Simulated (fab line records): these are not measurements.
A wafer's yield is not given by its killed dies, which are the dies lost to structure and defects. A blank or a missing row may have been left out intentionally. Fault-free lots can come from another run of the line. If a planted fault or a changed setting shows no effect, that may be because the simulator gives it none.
fab line records	flow nandHarc
record: lots: 24	wafers: 72	lastDay: 24
route steps=1159 shown A_CONTACT@909 A_M0@1008 A_M1@1040 A_BONDPAD@1083
lots that met no fault: from a run of the same line without faults
startH: hours from the record's opening day to when the first of the lot's shown wafers began	waitH: hours since the lot's step before	" unchanged from the row above	L1.1+2: a row that stands for several wafers	- either no value or no given start	* or withheld: withheld	< > ~ a bound
route shown NAME@n: a module of which the file shows steps, and the number in the route of the first	usual: the fault-free wafers' mean and standard deviation	same: alike in all rows	chamber/n: place in a boat	sites: per-site readings	_std_site: the standard deviation of these	_edge_site: mean of outer sites minus mean of inner sites	radiusMm: for every site, how far away it sits from the centre of the wafer	mask NAME#n: copy n	behind: tool/chamber where the wafer was last shaped	hold: why the lot went on hold/how many hours it stayed there/how the hold came to an end	device: the transistor (n, p or np) that didn't switch	end of line: the tests these same wafers got at the end of their route	a step without rows: its recipe alone	killed: dies lost to structure and defects at the first sort, not the wafer's yield	map: the dies of a wafer, with x for killed, . for not killed, _ for no die there
set.NAME: setting as actually run; set.NAME@STEP: the setting as run at that earlier step	model.NAME: the simulator's own value behind a step, which no gauge read
a sample of lots followed through the steps of the route, with each step as a table and each wafer as a row
services: when a tool's chamber went out of use (startH, in hours from the record's first day, below 0 if earlier), for how many hours, and the reason
== steps ==
step: NHARC_A_CONTACT_ETCH_129
recipe: sourceW: withheld	pressureMtorr: 20	biasV: 1200	timeS: 155	targetDepthA: 9560	arFlowSccm: withheld	c4f8FlowSccm: withheld	o2FlowSccm: withheld	chemistry: C4F8/O2/Ar
lot.wafer	tool	chamber	startH	waitH	rfHoursCounterH
L074.1	harCapEtch-01	0	371.91	0.1	56
L074.5	"	1	"	"	-
L074.6	"	0	"	"	-
L077.1	harCapEtch-01	0	385.13	0.1	60
L077.5	"	1	"	"	-
L077.6	"	0	"	"	-
L075.1	harCapEtch-02	0	385.73	0.1	11
L075.2	"	1	"	"	11
L075.4	"	1	"	"	-
L079.2	harCapEtch-03	0	388.67	0.1	87
L079.1	"	1	"	"	87
L079.3	"	0	"	"	-
L078.1	harCapEtch-01	1	389.32	0.1	61
L078.2	"	0	"	"	61
L078.6	"	1	"	"	-
L076.2	harCapEtch-02	0	391.63	0.1	13
L076.4	"	0	"	"	-
L076.6	"	0	"	"	-
L080.2	harCapEtch-03	0	417.62	0.1	90
L080.5	"	0	"	"	-
L080.6	"	1	"	"	-
L082.1	harCapEtch-02	0	426.44	0.1	17
L082.3	"	1	"	"	-
L082.6	"	0	"	"	-
L081.1	harCapEtch-01	1	429.39	0.1	66
L081.6	"	0	"	"	-
L081.5	"	1	"	"	-
L083.4	harCapEtch-01	1	433.68	0.1	-
L083.5	"	1	"	"	-
L083.6	"	0	"	"	-
L086.2	harCapEtch-03	0	442.56	0.1	94
L086.6	"	1	"	"	-
L086.5	"	0	"	"	-
L084.1	harCapEtch-02	1	443.55	0.1	20
L084.4	"	1	"	"	-
L084.6	"	1	"	"	-
L085.2	harCapEtch-03	0	446.20	0.1	95
L085.4	"	1	"	"	-
L085.6	"	1	"	"	-
L089.4	harCapEtch-02	1	470.73	0.1	-
L089.3	"	0	"	"	-
L089.6	"	1	"	"	-
L087.1	harCapEtch-03	1	470.95	0.1	99
L087.4	"	0	"	"	-
L087.6	"	0	"	"	-
L091.1	harCapEtch-02	0	474.39	0.1	25
L091.3	"	1	"	"	-
L091.6	"	0	"	"	-
L090.1	harCapEtch-03	0	476.14	0.1	100
L090.6	"	0	"	"	-
L090.5	"	1	"	"	-
L088.3	harCapEtch-02	1	481.41	0.1	-
L088.4	"	0	"	"	-
L088.5	"	0	"	"	-
L093.1	harCapEtch-02	1	486.41	0.1	29
L093.2	"	0	"	"	29
L093.4	"	0	"	"	-
L095.1	harCapEtch-03	1	488.60	0.1	103
L095.5	"	1	"	"	-
L095.6	"	0	"	"	-
L094.2	harCapEtch-01	0	494.22	0.1	78
L094.3	"	1	"	"	-
L094.6	"	1	"	"	-
L092.1	harCapEtch-03	1	506.02	0.1	106
L092.5	"	0	"	"	-
L092.6	"	1	"	"	-
L097.3	harCapEtch-03	0	511.27	0.1	-
L097.5	"	1	"	"	-
L097.6	"	0	"	"	-
L096.4	harCapEtch-02	1	513.21	0.1	-
L096.3	"	0	"	"	-
L096.6	"	1	"	"	-
step: NHARC_A_CONTACT_ETCH_91
recipe: targetDepthA: 400	overEtchFrac: 0.5	timeS: 85.7	ionEnergyEv: 120	ch3fFlowSccm: 50	o2FlowSccm: 30	arFlowSccm: 200	rfW: 500	biasW: 100	chemistry: CH3F/O2
usual: ch3fFlowSccm: 49.97/0.14	drypumpMotorCurrentA: 5.8/0.46	oesProductAu: 0.930/0.023	rfVppV: 244.8/1.6	showerheadPlenumPTorr: 2.49/0.1	throttleValvePct: 20.663/0.0097
lot.wafer	tool	chamber	startH	waitH	ch3fFlowSccm	drypumpMotorCurrentA	oesProductAu	rfHoursCounterH	rfVppV	showerheadPlenumPTorr	throttleValvePct
L074.1	rieDiel-06	2	373.04	0.5	50.26	5.1	0.926	25	244.9	2.57	20.661
L074.6	"	0	"	"	50.00	5.3	0.929	-	244.4	2.42	20.661
L074.5	"	1	"	"	50.20	5.5	0.907	-	242.7	2.29	20.660
L077.1	rieDiel-06	0	386.24	0.5	49.89	5.3	0.922	26	244.9	2.42	20.655
L077.5	"	0	"	"	49.96	5.3	0.930	-	244.1	2.42	20.666
L077.6	"	1	"	"	50.00	5.5	0.917	-	242.8	2.29	20.669
L075.4	rieDiel-13	2	386.90	0.4	49.76	5.8	0.925	38	242.6	2.47	20.653
L075.2	"	3	"	"	50.07	6.3	0.922	44	245.4	2.53	20.656
L075.1	"	0	"	"	50.01	5.9	0.919	43	246.1	2.64	20.656
L079.1	rieDiel-13	3	389.79	0.5	49.95	6.3	0.916	44	245.8	2.53	20.647
L079.3	"	1	"	"	49.81	6.2	0.927	41	244.5	2.38	20.666
L079.2	"	2	"	"	50.15	5.7	0.921	39	243.5	2.47	20.645
L078.2	rieDiel-05	1	390.47	0.5	49.97	5.9	0.924	16	246.2	2.57	20.659
L078.1	"	3	"	"	49.99	6.2	0.919	16	243.9	2.47	20.664
L078.6	"	1	"	"	50.04	5.9	0.928	-	246.4	2.57	20.673
L076.4	rieDiel-13	1	392.74	0.4	49.82	6.2	0.933	42	241.8	2.38	20.658
L076.2	"	0	"	"	50.08	5.9	0.918	44	246.0	2.64	20.669
L076.6	"	2	"	"	49.65	5.8	0.928	-	244.3	2.47	20.653
L080.2	rieDiel-13	0	418.77	0.5	49.90	5.9	0.923	52	246.0	2.64	20.660
L080.6	"	3	"	"	49.90	6.4	0.927	-	244.4	2.53	20.660
L080.5	"	0	"	"	50.02	5.9	0.920	-	246.6	2.64	20.665
L082.3	rieDiel-06	3	427.58	0.4	49.94	6.6	1.003	0	246.2	2.57	20.669
L082.1	"	0	"	"	50.00	5.3	0.998	0	243.7	2.42	20.657
L082.6	"	3	"	"	49.85	6.6	1.009	-	244.9	2.57	20.658
L081.1	rieDiel-06	3	430.53	0.5	49.92	6.6	0.930	1	246.3	2.57	20.685
L081.5	"	0	"	"	49.95	5.3	0.926	-	242.7	2.42	20.648
L081.6	"	1	"	"	49.77	5.5	0.931	-	242.8	2.29	20.670
L083.4	rieDiel-13	3	434.77	0.4	50.07	6.3	0.923	58	245.3	2.53	20.659
L083.5	"	3	"	"	49.99	6.3	0.934	-	245.6	2.53	20.676
L083.6	"	0	"	"	49.83	5.8	0.925	-	248.0	2.64	20.669
L086.2	rieDiel-06	1	443.68	0.5	49.91	5.4	0.923	3	242.1	2.29	20.656
L086.6	"	0	"	"	50.01	5.3	0.933	-	242.9	2.42	20.674
L086.5	"	1	"	"	50.03	5.4	0.930	-	242.7	2.29	20.657
L084.1	rieDiel-05	3	444.67	0.5	50.02	6.3	0.921	38	244.8	2.46	20.660
L084.4	"	1	"	"	50.02	5.9	0.915	37	246.2	2.56	20.657
L084.6	"	3	"	"	50.10	6.3	0.924	-	244.3	2.46	20.668
L085.4	rieDiel-05	0	447.35	0.5	50.00	6.1	0.913	38	246.9	2.59	20.652
L085.2	"	1	"	"	49.76	5.9	0.913	37	245.0	2.56	20.680
L085.6	"	3	"	"	49.97	6.2	0.918	-	243.7	2.46	20.675
L089.3	rieDiel-06	2	471.82	0.4	50.04	5.1	0.940	9	244.4	2.57	20.660
L089.4	"	3	"	"	50.04	6.6	0.937	8	246.3	2.56	20.653
L089.6	"	3	"	"	49.99	6.6	0.916	-	246.5	2.56	20.650
L087.4	rieDiel-05	0	472.08	0.4	50.05	6.1	0.917	47	246.3	2.59	20.655
L087.1	"	1	"	"	50.03	5.9	0.915	46	245.9	2.56	20.664
L087.6	"	0	"	"	49.87	6.1	0.912	-	246.3	2.59	20.645
L091.3	rieDiel-05	3	475.54	0.4	49.86	6.3	0.912	51	244.7	2.46	20.663
L091.1	"	1	"	"	50.26	5.9	0.922	47	245.9	2.56	20.667
L091.6	"	0	"	"	49.84	6.1	0.920	-	246.7	2.59	20.680
L090.1	rieDiel-06	2	477.28	0.5	49.95	5.0	0.922	10	246.6	2.57	20.663
L090.6	"	2	"	"	50.05	5.0	0.927	-	245.8	2.57	20.668
L090.5	"	0	"	"	50.09	5.3	0.929	-	243.3	2.42	20.660
L088.3	rieDiel-05	1	482.49	0.4	50.22	5.9	0.920	51	245.6	2.56	20.663
L088.4	"	1	"	"	49.93	5.9	0.923	-	245.5	2.56	20.666
L088.5	"	3	"	"	49.97	6.3	0.917	-	245.1	2.45	20.679
L093.1	rieDiel-13	3	487.55	0.5	50.12	6.3	0.931	11	246.0	2.52	20.669
L093.4	"	1	"	"	49.67	6.2	0.927	9	243.6	2.37	20.666
L093.2	"	2	"	"	49.76	5.8	0.928	11	243.9	2.45	20.656
L095.1	rieDiel-13	1	489.73	0.5	49.82	6.2	0.920	9	243.4	2.37	20.651
L095.5	"	1	"	"	49.80	6.3	0.922	-	243.7	2.37	20.663
L095.6	"	2	"	"	49.81	5.8	0.921	-	245.2	2.45	20.662
L094.2	rieDiel-06	2	495.34	0.5	49.85	5.0	0.999	15	246.0	2.56	20.647
L094.3	"	0	"	"	49.98	5.3	0.999	14	244.2	2.42	20.659
L094.6	"	2	"	"	49.88	5.0	1.001	-	247.8	2.56	20.647
L092.1	rieDiel-06	1	507.18	0.5	49.69	5.4	0.917	16	240.7	2.28	20.670
L092.5	"	2	"	"	49.86	5.0	0.935	-	245.4	2.56	20.669
L092.6	"	3	"	"	50.00	6.7	0.927	-	245.2	2.56	20.673
L097.3	rieDiel-05	1	512.33	0.4	50.05	5.9	0.921	60	245.9	2.55	20.671
L097.5	"	1	"	"	49.72	5.9	0.927	-	245.0	2.55	20.656
L097.6	"	2	"	"	49.71	5.6	0.935	-	244.1	2.44	20.668
L096.4	rieDiel-05	3	514.30	0.4	49.81	6.3	0.909	65	242.7	2.45	20.668
L096.3	"	0	"	"	50.07	6.1	0.913	61	246.7	2.58	20.659
L096.6	"	0	"	"	49.66	6.1	0.914	-	245.9	2.58	20.682
step: NHARC_A_CONTACT_ETCH_136
recipe: sourceW: withheld	pressureMtorr: 20	biasV: 3000	timeS: 132	targetDepthA: 12870	arFlowSccm: withheld	c4f8FlowSccm: withheld	o2FlowSccm: withheld	chemistry: C4F8/O2/Ar
lot.wafer	tool	chamber	startH	waitH	rfHoursCounterH
L074.1	harCapEtch-02	0	378.66	0.1	9
L074.6	"	0	"	"	-
L074.5	"	1	"	"	-
L077.1	harCapEtch-03	0	392.28	0.1	88
L077.5	"	0	"	"	-
L077.6	"	1	"	"	-
L075.2	harCapEtch-01	1	392.45	0.1	62
L075.1	"	0	"	"	62
L075.4	"	0	"	"	-
L079.1	harCapEtch-02	1	394.33	0.1	14
L079.2	"	0	"	"	14
L079.3	"	0	"	"	-
L078.2	harCapEtch-03	0	395.22	0.1	88
L078.1	"	1	"	"	88
L078.6	"	1	"	"	-
L076.2	harCapEtch-01	1	397.38	0.1	63
L076.4	"	0	"	"	-
L076.6	"	1	"	"	-
L080.2	harCapEtch-01	1	424.12	0.1	65
L080.6	"	1	"	"	-
L080.5	"	0	"	"	-
L082.1	harCapEtch-03	1	434.98	0.1	93
L082.3	"	1	"	"	-
L082.6	"	1	"	"	-
L081.1	harCapEtch-02	1	438.18	0.1	19
L081.5	"	0	"	"	-
L081.6	"	1	"	"	-
L083.4	harCapEtch-01	1	443.11	0.1	-
L083.5	"	1	"	"	-
L083.6	"	0	"	"	-
L086.2	harCapEtch-01	1	448.47	0.1	70
L086.5	"	0	"	"	-
L086.6	"	1	"	"	-
L084.1	harCapEtch-02	0	450.08	0.1	21
L084.4	"	1	"	"	-
L084.6	"	1	"	"	-
L085.2	harCapEtch-03	1	454.13	0.1	96
L085.4	"	0	"	"	-
L085.6	"	1	"	"	-
L089.3	harCapEtch-03	0	479.36	0.1	-
L089.4	"	1	"	"	-
L089.6	"	0	"	"	-
L087.1	harCapEtch-01	0	480.56	0.1	76
L087.4	"	0	"	"	-
L087.6	"	0	"	"	-
L091.1	harCapEtch-01	0	483.64	0.1	76
L091.3	"	0	"	"	-
L091.6	"	1	"	"	-
L090.1	harCapEtch-01	0	486.87	0.1	77
L090.6	"	0	"	"	-
L090.5	"	1	"	"	-
L088.3	harCapEtch-02	1	490.64	0.1	-
L088.4	"	0	"	"	-
L088.5	"	1	"	"	-
L095.1	harCapEtch-03	0	495.71	0.1	104
L095.5	"	1	"	"	-
L095.6	"	0	"	"	-
L093.2	harCapEtch-02	0	496.17	0.1	30
L093.1	"	1	"	"	30
L093.4	"	1	"	"	-
L094.2	harCapEtch-03	0	500.00	0.1	105
L094.3	"	1	"	"	-
L094.6	"	1	"	"	-
L092.1	harCapEtch-01	1	512.69	0.1	83
L092.6	"	0	"	"	-
L092.5	"	1	"	"	-
L097.3	harCapEtch-02	1	517.03	0.1	-
L097.6	"	1	"	"	-
L097.5	"	0	"	"	-
L096.4	harCapEtch-03	0	519.82	0.1	-
L096.3	"	1	"	"	-
L096.6	"	1	"	"	-
step: NHARC_A_M0_ETCH_34
recipe: targetDepthA: 400	overetchA: 120	timeS: 43.94	ionEnergyEv: 200	n2FlowSccm: 150	h2FlowSccm: 150	arFlowSccm: 0	rfW: 400	biasW: 150	chemistry: N2/H2
usual: drypumpMotorCurrentA: 5.6/0.57	oesProductAu: 0.996/0.0065	rfVppV: 429.3/2.7	showerheadPlenumPTorr: 2.00/0.093	throttleValvePct: 14.171/0.0082
lot.wafer	tool	chamber	startH	waitH	drypumpMotorCurrentA	oesProductAu	rfHoursCounterH	rfVppV	showerheadPlenumPTorr	throttleValvePct
L074.1	rieDiel-07	2	393.46	0.1	5.6	1.002	10	429.5	1.99	14.176
L074.6	"	1	"	"	5.2	0.999	-	427.2	1.96	14.176
L074.5	"	2	"	"	5.6	0.984	-	429.6	1.99	14.171
L077.1	rieDiel-07	2	403.38	0.1	5.5	0.992	11	429.0	1.99	14.178
L077.6	"	0	"	"	6.0	0.982	-	427.5	1.95	14.180
L077.5	"	1	"	"	5.2	1.001	-	428.2	1.96	14.173
L075.2	rieDiel-07	2	404.45	0.1	5.5	0.991	11	429.0	1.99	14.183
L075.1	"	3	"	"	5.2	1.004	11	433.9	2.17	14.162
L075.4	"	1	"	"	5.2	1.010	11	429.6	1.96	14.169
L079.2	rieDiel-11	2	405.98	0.1	6.2	1.000	3	427.5	1.91	14.163
L079.3	"	0	"	"	6.0	0.989	2	430.3	2.04	14.166
L079.1	"	1	"	"	4.7	0.986	1	428.3	1.95	14.177
L078.2	rieDiel-04	3	409.21	0.1	6.5	1.001	6	429.0	1.96	14.154
L078.1	"	0	"	"	5.7	0.998	6	433.6	2.19	14.176
L078.6	"	3	"	"	6.5	1.007	-	428.2	1.96	14.158
L076.2	rieDiel-04	2	410.84	0.1	6.4	0.998	7	427.6	2.01	14.169
L076.4	"	3	"	"	6.5	0.996	7	426.9	1.96	14.167
L076.6	"	1	"	"	5.3	0.986	-	433.1	2.14	14.152
L080.2	rieDiel-07	0	433.42	0.1	6.0	0.991	1	428.1	1.95	14.171
L080.5	"	2	"	"	5.6	0.995	-	429.1	1.99	14.176
L080.6	"	3	"	"	5.1	0.996	-	434.2	2.17	14.178
L082.1	rieDiel-04	0	443.28	0.1	5.7	0.991	10	433.1	2.19	14.162
L082.3	"	2	"	"	6.4	1.005	10	429.5	2.01	14.164
L082.6	"	2	"	"	6.4	1.002	-	429.6	2.00	14.161
L081.1	rieDiel-11	2	446.38	0.1	6.2	0.999	6	426.7	1.90	14.178
L081.6	"	3	"	"	4.8	0.999	-	425.6	1.91	14.161
L081.5	"	0	"	"	6.1	0.996	-	431.9	2.03	14.166
L083.4	rieDiel-04	3	456.40	0.1	6.5	1.001	12	427.9	1.95	14.169
L083.5	"	0	"	"	5.7	0.997	-	433.6	2.19	14.171
L083.6	"	1	"	"	5.3	0.978	-	432.7	2.14	14.175
L086.2	rieDiel-11	3	463.40	0.1	4.8	0.996	7	426.1	1.91	14.166
L086.6	"	1	"	"	4.7	1.006	-	429.3	1.95	14.155
L086.5	"	2	"	"	6.2	1.001	-	426.5	1.90	14.179
L084.1	rieDiel-07	1	466.52	0.1	5.2	0.994	3	427.8	1.96	14.167
L084.4	"	3	"	"	5.2	0.988	4	433.8	2.17	14.173
L084.6	"	0	"	"	6.0	0.995	-	428.6	1.95	14.180
L085.4	rieDiel-07	0	466.97	0.2	6.0	0.992	4	428.1	1.95	14.170
L085.2	"	1	"	"	5.2	0.997	3	428.9	1.96	14.159
L085.6	"	2	"	"	5.5	0.987	-	429.0	1.99	14.168
L089.4	rieDiel-11	2	492.85	0.1	6.2	1.004	9	427.4	1.90	14.173
L089.3	"	3	"	"	4.8	0.993	9	425.1	1.91	14.168
L089.6	"	1	"	"	4.7	0.989	-	428.3	1.94	14.163
L087.1	rieDiel-07	0	493.28	0.1	6.0	1.013	5	427.6	1.95	14.164
L087.4	"	3	"	"	5.2	0.996	5	434.4	2.17	14.183
L087.6	"	0	"	"	5.9	1.002	-	427.4	1.95	14.180
L091.1	rieDiel-07	2	494.79	0.1	5.5	1.000	6	430.1	1.99	14.165
L091.3	"	0	"	"	6.0	0.995	5	427.2	1.95	14.167
L091.6	"	2	"	"	5.5	0.997	-	428.6	1.99	14.195
L090.1	rieDiel-11	0	499.55	0.1	6.0	0.990	9	430.4	2.03	14.162
L090.5	"	0	"	"	6.0	0.992	-	430.5	2.03	14.176
L090.6	"	3	"	"	4.8	0.986	-	426.9	1.91	14.175
L088.3	rieDiel-07	0	499.98	0.1	6.0	0.993	5	428.1	1.95	14.177
L088.4	"	2	"	"	5.5	0.991	6	428.8	1.99	14.171
L088.5	"	1	"	"	5.2	1.000	-	429.1	1.96	14.176
L095.1	rieDiel-07	3	509.14	0.1	5.2	0.990	6	433.8	2.17	14.166
L095.6	"	3	"	"	5.2	0.991	-	434.0	2.17	14.182
L095.5	"	0	"	"	6.0	0.996	-	427.7	1.95	14.159
L093.1	rieDiel-11	0	509.73	0.1	6.0	0.989	10	430.5	2.03	14.163
L093.2	"	1	"	"	4.6	0.982	10	427.8	1.94	14.184
L093.4	"	2	"	"	6.2	0.993	10	426.8	1.90	14.168
L094.3	rieDiel-11	0	510.16	0.1	6.1	1.000	10	430.5	2.03	14.182
L094.2	"	1	"	"	4.7	0.983	10	427.4	1.94	14.157
L094.6	"	3	"	"	4.8	0.999	-	426.4	1.91	14.189
L092.1	rieDiel-11	1	520.92	0.1	4.7	0.997	10	427.4	1.94	14.174
L092.6	"	2	"	"	6.2	0.998	-	424.7	1.90	14.177
L092.5	"	3	"	"	4.8	0.997	-	427.2	1.91	14.164
L097.3	rieDiel-04	2	526.56	0.1	6.4	1.001	-	430.4	2.00	14.175
L097.5	"	2	"	"	6.5	1.002	-	428.9	2.00	14.183
L097.6	"	3	"	"	6.5	0.997	-	428.7	1.95	14.176
L096.4	rieDiel-11	2	535.92	0.1	6.2	0.994	12	426.2	1.90	14.172
L096.3	"	0	"	"	6.1	0.991	11	430.9	2.03	14.171
L096.6	"	2	"	"	6.2	0.989	-	426.3	1.90	14.175
step: NHARC_A_M1_ETCH_35
recipe: targetDepthA: 400	overetchA: 120	timeS: 43.94	ionEnergyEv: 200	n2FlowSccm: 150	h2FlowSccm: 150	arFlowSccm: 0	rfW: 400	biasW: 150	chemistry: N2/H2
usual: drypumpMotorCurrentA: 5.8/0.38	oesProductAu: 1.002/0.0073	rfVppV: 431/3.3	showerheadPlenumPTorr: 2.05/0.12	throttleValvePct: 14.171/0.0093
lot.wafer	tool	chamber	startH	waitH	drypumpMotorCurrentA	oesProductAu	rfHoursCounterH	rfVppV	showerheadPlenumPTorr	throttleValvePct
L074.1	rieDiel-01	3	397.60	0.1	6.0	1.009	2	432	2.11	14.161
L074.6	"	1	"	"	5.1	1.000	-	434	2.15	14.169
L074.5	"	2	"	"	6.5	0.987	-	428	1.96	14.172
L077.1	rieDiel-10	2	407.73	0.1	5.5	0.998	3	435	2.20	14.163
L077.6	"	3	"	"	5.6	1.010	-	429	1.98	14.167
L077.5	"	0	"	"	5.6	1.004	-	435	2.19	14.173
L075.2	rieDiel-10	1	408.84	0.1	5.9	1.003	4	426	1.90	14.173
L075.4	"	2	"	"	5.5	1.009	3	434	2.20	14.186
L075.1	"	3	"	"	5.6	1.023	3	429	1.98	14.160
L079.3	rieDiel-01	2	410.05	0.1	6.6	1.000	2	428	1.96	14.159
L079.2	"	3	"	"	6.0	1.006	2	432	2.11	14.179
L079.1	"	1	"	"	5.1	0.998	2	433	2.15	14.162
L078.2	rieDiel-09	0	413.19	0.1	6.1	1.004	12	434	2.18	14.183
L078.1	"	2	"	"	5.8	0.997	12	429	2.00	14.177
L078.6	"	3	"	"	5.8	1.014	-	434	2.19	14.172
L076.2	rieDiel-09	3	414.91	0.1	5.9	1.009	12	434	2.19	14.164
L076.4	"	1	"	"	5.8	1.005	13	426	1.92	14.163
L076.6	"	3	"	"	5.9	1.009	-	435	2.19	14.185
L080.2	rieDiel-01	2	437.79	0.1	6.5	1.008	3	429	1.96	14.182
L080.6	"	0	"	"	6.1	1.001	-	429	1.91	14.172
L080.5	"	1	"	"	5.0	1.006	-	433	2.15	14.185
L082.3	rieDiel-01	1	447.65	0.1	5.1	1.016	3	435	2.15	14.167
L082.1	"	0	"	"	6.1	1.007	3	426	1.91	14.169
L082.6	"	1	"	"	5.1	0.998	-	434	2.15	14.182
L081.1	rieDiel-01	2	450.33	0.1	6.5	0.995	3	429	1.96	14.173
L081.6	"	2	"	"	6.5	0.990	-	427	1.96	14.183
L081.5	"	3	"	"	6.0	1.010	-	432	2.11	14.160
L083.4	rieDiel-01	2	460.48	0.1	6.5	1.005	3	428	1.95	14.160
L083.6	"	2	"	"	6.5	1.001	-	429	1.96	14.167
L083.5	"	3	"	"	6.0	1.016	-	432	2.11	14.173
L086.2	rieDiel-01	3	467.48	0.1	6.0	0.998	3	431	2.10	14.156
L086.6	"	2	"	"	6.6	0.999	-	431	1.96	14.164
L086.5	"	3	"	"	6.0	1.014	-	433	2.11	14.191
L084.4	rieDiel-09	3	470.88	0.1	5.9	1.006	2	436	2.19	14.169
L084.1	"	1	"	"	5.9	0.995	2	428	1.92	14.183
L084.6	"	0	"	"	6.1	1.011	-	433	2.17	14.178
L085.2	rieDiel-10	3	471.03	0.1	5.6	1.015	8	431	1.98	14.166
L085.4	"	0	"	"	5.6	1.001	10	435	2.19	14.177
L085.6	"	2	"	"	5.5	1.011	-	435	2.19	14.172
L089.3	rieDiel-09	3	496.80	0.1	5.9	1.001	4	434	2.19	14.175
L089.4	"	1	"	"	5.8	0.993	-	426	1.92	14.176
L089.6	"	3	"	"	5.9	1.010	-	435	2.19	14.178
L087.1	rieDiel-10	2	497.32	0.2	5.5	0.997	10	434	2.19	14.180
L087.4	"	3	"	"	5.6	0.998	10	428	1.98	14.173
L087.6	"	3	"	"	5.6	0.995	-	429	1.98	14.179
L091.3	rieDiel-09	3	498.75	0.1	5.8	0.993	4	435	2.18	14.169
L091.1	"	1	"	"	5.8	0.994	4	427	1.92	14.179
L091.6	"	3	"	"	5.8	0.998	-	435	2.18	14.181
L090.1	rieDiel-10	1	503.68	0.1	5.9	1.012	11	426	1.89	14.156
L090.6	"	3	"	"	5.6	1.004	-	429	1.98	14.171
L090.5	"	0	"	"	5.6	0.992	-	436	2.18	14.165
L088.3	rieDiel-10	2	504.01	0.1	5.5	1.008	11	434	2.19	14.176
L088.4	"	0	"	"	5.6	1.005	13	436	2.18	14.163
L088.5	"	2	"	"	5.5	1.005	-	434	2.19	14.158
L095.1	rieDiel-01	1	513.78	0.1	5.1	0.991	0	433	2.15	14.158
L095.6	"	0	"	"	6.1	0.992	-	427	1.91	14.162
L095.5	"	1	"	"	5.1	0.992	-	433	2.15	14.173
L093.2	rieDiel-01	0	514.37	0.1	6.1	1.006	0	427	1.91	14.163
L093.4	"	1	"	"	5.1	1.000	0	434	2.15	14.161
L093.1	"	3	"	"	6.0	0.995	0	432	2.10	14.191
L094.2	rieDiel-10	3	514.52	0.1	5.6	1.007	12	430	1.98	14.166
L094.3	"	2	"	"	5.5	1.010	12	436	2.19	14.158
L094.6	"	0	"	"	5.6	1.010	-	434	2.18	14.176
L092.1	rieDiel-10	2	525.17	0.1	5.5	1.009	12	434	2.19	14.167
L092.6	"	2	"	"	5.5	1.003	-	434	2.19	14.163
L092.5	"	3	"	"	5.6	1.003	-	428	1.98	14.157
L097.3	rieDiel-01	1	532.08	0.1	5.1	0.992	1	434	2.15	14.175
L097.6	"	3	"	"	6.0	0.993	-	434	2.11	14.166
L097.5	"	0	"	"	6.1	1.009	-	425	1.91	14.185
L096.3	rieDiel-10	3	539.82	0.1	5.6	0.999	0	429	1.98	14.166
L096.4	"	1	"	"	5.9	0.999	0	428	1.89	14.163
L096.6	"	0	"	"	5.6	0.985	-	435	2.18	14.167
step: NHARC_A_BONDPAD_PRE_CLEAN_26
recipe: timeS: 30	tempC: 280	gas: H2/He
usual: heaterPowerW: 410/49
lot.wafer	tool	chamber	startH	waitH	heaterPowerW
L074.1	pvdSputter-03	-	-	-	349
L074.6	"	-	"	"	360
L074.5	"	-	"	"	417
L077.1	pvdSputter-03	-	-	-	353
L077.6	"	-	"	"	404
L077.5	"	-	"	"	473
L075.2	pvdSputter-03	-	-	-	406
L075.4	"	-	"	"	347
L075.1	"	-	"	"	354
L079.1	pvdSputter-03	-	-	-	471
L079.3	"	-	"	"	345
L079.2	"	-	"	"	407
L078.1	pvdSputter-02	-	-	-	450
L078.2	"	-	"	"	422
L078.6	"	-	"	"	493
L076.2	pvdSputter-02	-	-	-	429
L076.4	"	-	"	"	459
L076.6	"	-	"	"	479
L080.2	pvdSputter-02	-	-	-	434
L080.5	"	-	"	"	478
L080.6	"	-	"	"	412
L082.1	pvdSputter-01	-	-	-	430
L082.3	"	-	"	"	392
L082.6	"	-	"	"	358
L081.1	pvdSputter-03	-	-	-	353
L081.5	"	-	"	"	473
L081.6	"	-	"	"	346
L083.4	pvdSputter-01	-	-	-	404
L083.6	"	-	"	"	394
L083.5	"	-	"	"	363
L086.2	pvdSputter-03	-	-	-	343
L086.6	"	-	"	"	404
L086.5	"	-	"	"	472
L084.4	pvdSputter-03	-	-	-	380
L084.1	"	-	"	"	407
L084.6	"	-	"	"	374
L085.2	pvdSputter-02	-	-	-	482
L085.4	"	-	"	"	485
L085.6	"	-	"	"	431
L089.3	pvdSputter-03	-	-	-	463
L089.4	"	-	"	"	339
L089.6	"	-	"	"	402
L087.1	pvdSputter-03	-	-	-	344
L087.4	"	-	"	"	418
L087.6	"	-	"	"	460
L091.3	pvdSputter-03	-	-	-	344
L091.1	"	-	"	"	405
L091.6	"	-	"	"	370
L090.1	pvdSputter-02	-	-	-	474
L090.5	"	-	"	"	463
L090.6	"	-	"	"	468
L088.4	pvdSputter-03	-	-	-	475
L088.3	"	-	"	"	368
L088.5	"	-	"	"	455
L095.1	pvdSputter-03	-	-	-	461
L095.6	"	-	"	"	349
L095.5	"	-	"	"	386
L093.2	pvdSputter-02	-	-	-	475
L093.1	"	-	"	"	432
L093.4	"	-	"	"	459
L094.2	pvdSputter-03	-	-	-	339
L094.3	"	-	"	"	364
L094.6	"	-	"	"	453
L092.1	pvdSputter-01	-	-	-	403
L092.6	"	-	"	"	371
L092.5	"	-	"	"	400
L097.3	pvdSputter-01	-	-	-	345
L097.6	"	-	"	"	387
L097.5	"	-	"	"	378
L096.3	pvdSputter-01	-	-	-	414
L096.4	"	-	"	"	330
L096.6	"	-	"	"	375
== services ==
tool	chamber	startH	hours	kind
rieDiel-10	0	350.07	11.1	repair
rieDiel-10	-	353.57	9.0	pm
pvdSputter-03	-	363.58	2.4	repair
rieDiel-11	-	366.50	9.0	pm
rieDiel-05	2	373.55	2.0	repair
rieDiel-11	2	393.55	4.1	repair
rieDiel-10	3	394.40	7.7	repair
rieDiel-11	1	396.35	8.9	repair
pvdSputter-03	-	397.46	2.7	repair
rieDiel-07	-	405.58	9.0	pm
rieDiel-10	3	417.55	8.8	repair
rieDiel-06	-	418.20	9.0	pm
pvdSputter-03	-	439.51	8.0	repair
rieDiel-07	1	448.00	10.0	repair
pvdSputter-03	-	458.00	10.0	pm
rieDiel-11	0	468.15	14.7	repair
rieDiel-06	3	475.93	7.0	repair
rieDiel-11	2	486.28	1.2	repair
rieDiel-01	-	491.80	9.0	pm
rieDiel-11	1	497.02	2.7	repair
rieDiel-10	-	530.57	9.0	pm
rieDiel-06	3	539.82	2.7	repair
rieDiel-10	3	540.11	1.9	repair
rieDiel-11	-	543.50	9.0	pm
== key ==
fault none
